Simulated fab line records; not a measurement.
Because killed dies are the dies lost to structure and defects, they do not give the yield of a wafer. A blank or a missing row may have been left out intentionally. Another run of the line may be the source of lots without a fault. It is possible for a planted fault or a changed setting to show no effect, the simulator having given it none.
fab line records	flow nand_harc
record lots=5	wafers=15	last_day=26
route steps=1159 shown P_ZERO_WELL@29 END@1159
lots with no fault: from the same line, run without faults
start_h: the number of hours between the record's first day and the start of the first shown wafer of the lot	wait_h: hours since the lot's step before	" same as the row above	L1.1+2: one row covering several wafers at once	- either no value or no given start	* or withheld: withheld	< > ~ a bound
route shown NAME@n: NAME is a module with steps in the file, n the number in the route of the first one	usual: mean/standard deviation of fault-free wafers	same: alike in all rows	chamber/n: place in a boat	sites: the reading at each site	_std_site: standard deviation across them	_edge_site: the outer-site mean with the inner-site mean subtracted	radius_mm: for every site, how far away it sits from the centre of the wafer	mask NAME#n: copy n	behind: tool/chamber where the wafer was last shaped	hold: reason for holding the lot/hours on hold/outcome of the hold	device: which transistor (n, p or np) failed to switch	end of line: the same wafers' tests at the end of the route	for a step that has no rows: nothing shown but its recipe	killed: not the wafer's yield, but the dies lost to structure and defects at the first sort	map: the dies of a wafer, with x for killed, . for not killed, _ for no die there
set.NAME: the setting the step ran with; set.NAME@STEP: the setting that earlier step ran with	model.NAME: the simulator's own value behind a step, which no gauge read
lots at selected steps of the route; one table per step, one row per wafer
services: from which hour (start_h, from the record's first day; less than 0 if before it) a tool's chamber was out of use, for how many hours, and why
## steps
# step NHARC_P_ZERO_WELL_CD_MEAS_24
# recipe target_cd_nm=720	landing_energy_ev=500
# usual cd_nm=720.0/1.4
lot.wafer	tool	chamber	start_h	wait_h	cd_nm
L994.1	cd_sem-03	0	56.58	-	720.0
L994.5	"	0	"	"	717.1
L994.6	"	0	"	"	717.7
L102.1	cd_sem-01	0	104.59	-	720.0
L102.4	"	0	"	"	719.9
L102.5	"	0	"	"	720.4
L104.2	cd_sem-02	0	116.64	-	720.9
L104.5	"	0	"	"	721.3
L104.6	"	0	"	"	719.0
L105.1	cd_sem-02	0	122.46	-	721.2
L105.3	"	0	"	"	720.1
L105.4	"	0	"	"	719.4
L110.1	cd_sem-03	0	152.60	-	717.7
L110.2	"	0	"	"	718.9
L110.5	"	0	"	"	718.8
# step NHARC_P_ZERO_WELL_HARDBAKE_25
# recipe temp_c=125	time_s=80
# step NHARC_P_ZERO_WELL_DESCUM_26
# recipe time_s=3	o2_flow_sccm=200	ar_flow_sccm=0	bias_power_w=0	chemistry=O2
# usual drypump_motor_current_A=5.9/0.47	mfc_ar_sccm=0.009/0.013	oes_product_au=1.002/0.0079	rf_vpp_V=57.7/0.91	showerhead_plenum_p_Torr=1.92/0.074	throttle_valve_pct=11.312/0.0093
# same time_s=3
lot.wafer	tool	chamber	start_h	wait_h	drypump_motor_current_A	mfc_ar_sccm	oes_product_au	rf_hours_counter_h	rf_vpp_V	showerhead_plenum_p_Torr	throttle_valve_pct
L994.1	rie_diel-10	3	56.78	-	6.6	0	0.986	4	55.2	1.85	11.296
L994.5	"	0	"	"	6.1	0.038	1.006	-	57.5	2.00	11.317
L994.6	"	1	"	"	5.3	0	1.003	-	59.3	1.93	11.301
L102.4	rie_diel-01	3	104.76	-	5.5	0.008	1.000	9	58.5	1.98	11.306
L102.1	"	0	"	"	6.3	0.029	1.010	9	56.7	1.92	11.301
L102.5	"	2	"	"	5.7	0	1.007	-	58.3	1.97	11.309
L104.2	rie_diel-10	2	116.82	-	6.4	0	0.987	9	59.2	1.87	11.319
L104.5	"	1	"	"	5.3	0	1.001	-	58.6	1.93	11.306
L104.6	"	2	"	"	6.4	0	0.994	-	56.3	1.87	11.310
L105.1	rie_diel-01	1	122.63	-	5.2	0.009	0.995	10	57.2	1.80	11.309
L105.3	"	2	"	"	5.7	0	1.015	11	59.5	1.97	11.308
L105.4	"	3	"	"	5.5	0.008	1.005	9	58.4	1.98	11.308
L110.2	rie_diel-01	1	152.76	-	5.2	0.009	1.004	0	55.8	1.80	11.327
L110.1	"	3	"	"	5.6	0.008	1.012	1	58.8	1.98	11.331
L110.5	"	1	"	"	5.2	0.009	1.002	-	56.5	1.80	11.305
# step NHARC_P_ZERO_WELL_IMPLANT_27
# recipe energy_kev=600	dose_cm2=1e+13	tilt_deg=7
# step NHARC_P_ZERO_WELL_IMPLANT_57
# recipe energy_kev=250	dose_cm2=4e+12	tilt_deg=7
# step NHARC_P_ZERO_WELL_IMPLANT_58
# recipe energy_kev=100	dose_cm2=2e+12	tilt_deg=7
# step NHARC_P_ZERO_WELL_STRIP_28
# recipe time_s=840	temp_c=130	chemistry=SPM
# step NHARC_P_ZERO_WELL_DEHYDRATE_29
# recipe temp_c=150	time_s=120
# step NHARC_P_ZERO_WELL_HMDS_30
# recipe time_s=30
# step NHARC_P_ZERO_WELL_COAT_31
# recipe spin_rpm=withheld
# step NHARC_P_ZERO_WELL_SOFTBAKE_32
# recipe temp_c=122	time_s=95
# step NHARC_P_ZERO_WELL_EBR_33
# step NHARC_P_ZERO_WELL_EXPOSE_34
# recipe na=0.6	target_cd_nm=720	dose_mj=22.31	mask_id=P_PWELL
lot.wafer	tool	chamber	start_h	wait_h	mask
L994.1+5+6	krf_scanner-02	0	60.19	-	P_NWELL#0
L102.1+4+5	krf_scanner-01	0	106.09	-	P_PWELL#0
L104.2+5+6	krf_scanner-01	0	118.04	-	P_PWELL#0
L105.1+3+4	krf_scanner-02	0	123.94	-	P_PWELL#0
L110.1+2+5	krf_scanner-03	0	154.12	-	P_PWELL#0
# step NHARC_P_ZERO_WELL_PEB_35
# recipe peb_temp_c=118	peb_time_s=85
# step NHARC_P_ZERO_WELL_DEVELOP_36
# recipe time_s=70
# step NHARC_P_ZERO_WELL_CD_MEAS_37
# recipe target_cd_nm=720	landing_energy_ev=500
# usual cd_nm=719.7/1.3
lot.wafer	tool	chamber	start_h	wait_h	cd_nm
L994.1	cd_sem-03	0	60.34	-	-
L994.5	"	0	"	"	-
L994.6	"	0	"	"	-
L102.1	cd_sem-03	0	106.25	-	720.3
L102.4	"	0	"	"	719.1
L102.5	"	0	"	"	721.9
L104.2	cd_sem-03	0	118.19	-	721.7
L104.5	"	0	"	"	720.7
L104.6	"	0	"	"	720.4
L105.1	cd_sem-03	0	124.11	-	719.3
L105.3	"	0	"	"	719.8
L105.4	"	0	"	"	719.8
L110.1	cd_sem-02	0	154.28	-	718.1
L110.2	"	0	"	"	720.5
L110.5	"	0	"	"	718.0
# step NHARC_P_ZERO_WELL_HARDBAKE_38
# recipe temp_c=125	time_s=80
# step NHARC_END_SORT_01
# recipe temp_c=25
# usual killed_at_array=28/11	killed_at_other=0.9/1.2	killed_at_periphery=2.6/2.1	killed_dies=31/11	killed_open=3.1/1.7	killed_short=1.9/1.3
# same gross_dies=677
lot.wafer	tool	chamber	start_h	wait_h	killed_at_array	killed_at_other	killed_at_periphery	killed_dies	killed_open	killed_short
L994.1	prober-02	0	586.33	2.5	10	3	664	677	4	3
L994.5	prober-02	0	589.55	3.7	16	1	660	677	4	2
L994.6	prober-02	0	590.36	4.0	14	2	661	677	4	2
L102.1	prober-02	0	598.41	2.5	14	1	3	18	2	1
# killed by level:class
L994.1 P_ZERO_WELL:area_expose=663 THIN_TSV:chamber_film_flake=3 A_M0:geometric_particle:open=2 P_M0:geometric_particle:open=1 A_ONON_D1:geometric_particle:open=1 A_SGD_CUT:geometric_particle:short=1 A_WL_FILL:geometric_particle:short=1 A_CONTACT:geometric_particle:short=1
L994.5 P_ZERO_WELL:area_expose=660 A_CHANNEL_HOLE_D1:chamber_film_flake=4 A_CONTACT:chamber_film_flake=3 A_M0:geometric_particle:open=2 A_M0:chamber_film_flake=2 A_CHANNEL_HOLE_D1:geometric_particle:short=1 A_CHANNEL_HOLE_D1:geometric_particle:open=1 A_CONTACT:geometric_particle:open=1
L994.6 P_ZERO_WELL:area_expose=658 A_CHANNEL_HOLE_D1:chamber_film_flake=7 THIN_TSV:chamber_film_flake=2 P_M1:geometric_particle:open=1 A_ONON_D1:geometric_particle:short=1 A_CONTACT:geometric_particle:open=1 A_M0:geometric_particle:open=1 A_M0:geometric_particle:short=1
L102.1 A_SLIT:chamber_film_flake=5 A_CONTACT:chamber_film_flake=5 P_CONTACT:geometric_particle:open=2 A_CHANNEL_HOLE_D1:chamber_film_flake=2 A_WL_FILL:geometric_particle:short=1 P_BONDPAD:chamber_film_flake=1 A_M0:chamber_film_flake=1 THIN_TSV:chamber_film_flake=1
# map L994.1 (x killed, . not)
____________x____________
_________xxxxxxx_________
_______xxxxxxxxxxx_______
______xxxxxxxxxxxxx______
_____xxxxxxxxxxxxxxx_____
____xxxxxxxxxxxxxxxxx____
____xxxxxxxxxxxxxxxxx____
___xxxxxxxxxxxxxxxxxxx___
___xxxxxxxxxxxxxxxxxxx___
__xxxxxxxxxxxxxxxxxxxxx__
__xxxxxxxxxxxxxxxxxxxxx__
_xxxxxxxxxxxxxxxxxxxxxxx_
_xxxxxxxxxxxxxxxxxxxxxxx_
_xxxxxxxxxxxxxxxxxxxxxxx_
_xxxxxxxxxxxxxxxxxxxxxxx_
_xxxxxxxxxxxxxxxxxxxxxxx_
xxxxxxxxxxxxxxxxxxxxxxxxx
xxxxxxxxxxxxxxxxxxxxxxxxx
xxxxxxxxxxxxxxxxxxxxxxxxx
xxxxxxxxxxxxxxxxxxxxxxxxx
xxxxxxxxxxxxxxxxxxxxxxxxx
_xxxxxxxxxxxxxxxxxxxxxxx_
_xxxxxxxxxxxxxxxxxxxxxxx_
_xxxxxxxxxxxxxxxxxxxxxxx_
_xxxxxxxxxxxxxxxxxxxxxxx_
_xxxxxxxxxxxxxxxxxxxxxxx_
__xxxxxxxxxxxxxxxxxxxxx__
__xxxxxxxxxxxxxxxxxxxxx__
___xxxxxxxxxxxxxxxxxxx___
___xxxxxxxxxxxxxxxxxxx___
____xxxxxxxxxxxxxxxxx____
____xxxxxxxxxxxxxxxxx____
_____xxxxxxxxxxxxxxx_____
______xxxxxxxxxxxxx______
_______xxxxxxxxxxx_______
_________xxxxxxx_________
____________x____________
# map L105.3 (x killed, . not)
____________.____________
_________......._________
_______x.........._______
______...x.........______
_____xxx............_____
____..x.x............____
____.xx..x...........____
___...xxxx............___
___...xxxxx...........___
__...x.x.xx............__
__....x..x....x..x...x.__
_x.....x.........x......_
_......................._
_......................._
_......................._
_......................._
.........................
......x..................
x........................
.........................
.........................
_......................._
_......................._
_......................._
_......................._
_......................._
__......x..............__
__.....................__
___...................___
___x............x.....___
____.................____
____..x............x.____
_____..............._____
______.............______
_______.x........._______
_________......._________
____________.____________
## services
tool	chamber	start_h	hours	kind
krf_scanner-02	-	38.00	4.0	pm
krf_scanner-03	-	38.24	1.1	repair
rie_diel-01	0	43.48	-	clean
rie_diel-01	1	43.48	-	clean
rie_diel-01	2	43.48	-	clean
rie_diel-01	3	43.48	-	clean
rie_diel-01	2	63.93	1.9	repair
rie_diel-01	0	67.98	-	clean
rie_diel-01	1	67.98	-	clean
rie_diel-01	2	67.98	-	clean
rie_diel-01	3	67.98	-	clean
rie_diel-01	3	76.45	6.5	repair
krf_scanner-02	-	76.63	0.7	repair
krf_scanner-01	-	87.10	4.0	pm
rie_diel-10	1	89.64	6.7	repair
rie_diel-01	0	92.48	-	clean
rie_diel-01	1	92.48	-	clean
rie_diel-10	0	92.79	2.4	repair
rie_diel-01	3	110.10	10.6	repair
rie_diel-10	0	110.67	8.8	repair
krf_scanner-03	-	119.74	2.0	repair
rie_diel-01	-	125.82	0.7	repair
krf_scanner-03	-	131.98	5.0	repair
rie_diel-01	-	137.80	9.0	pm
## key
first_sign step=NHARC_P_ZERO_WELL_EXPOSE_34	reading=mask	direction=changed
effect step=NHARC_P_ZERO_WELL_CD_MEAS_37	reading=cd_nm	direction=missing
effect step=NHARC_END_SORT_01	reading=killed_at_periphery	direction=up	sigmas=99+	usual=2.6	struck=661.7
more_kills_born_at NHARC_P_ZERO_WELL_EXPOSE_34@krf_scanner-02=1981
met_at NHARC_P_ZERO_WELL_EXPOSE_34
struck_wafers L994.1,L994.5,L994.6
later_rows_left_out L994.1,L994.5,L994.6
tester_left_out L994
fault kind=wrong_mask	tool=any	chamber=-	onset_h=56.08	steps=NHARC_P_ZERO_WELL_EXPOSE_34	aux_copy=P_NWELL#0	scope=struck_lots_only
# tester_left_out: of these lots the tester's yield and bins aren't shown, on N5 and GAA mostly nor the transistor test; their killed dies are dies lost to structure and defects alone, not to doping, threshold or leakage, so they don't give the yield
# later_rows_left_out: the simulator's readings of these wafers behind a module that went badly wrong aren't trusted and aren't shown, but for the sort
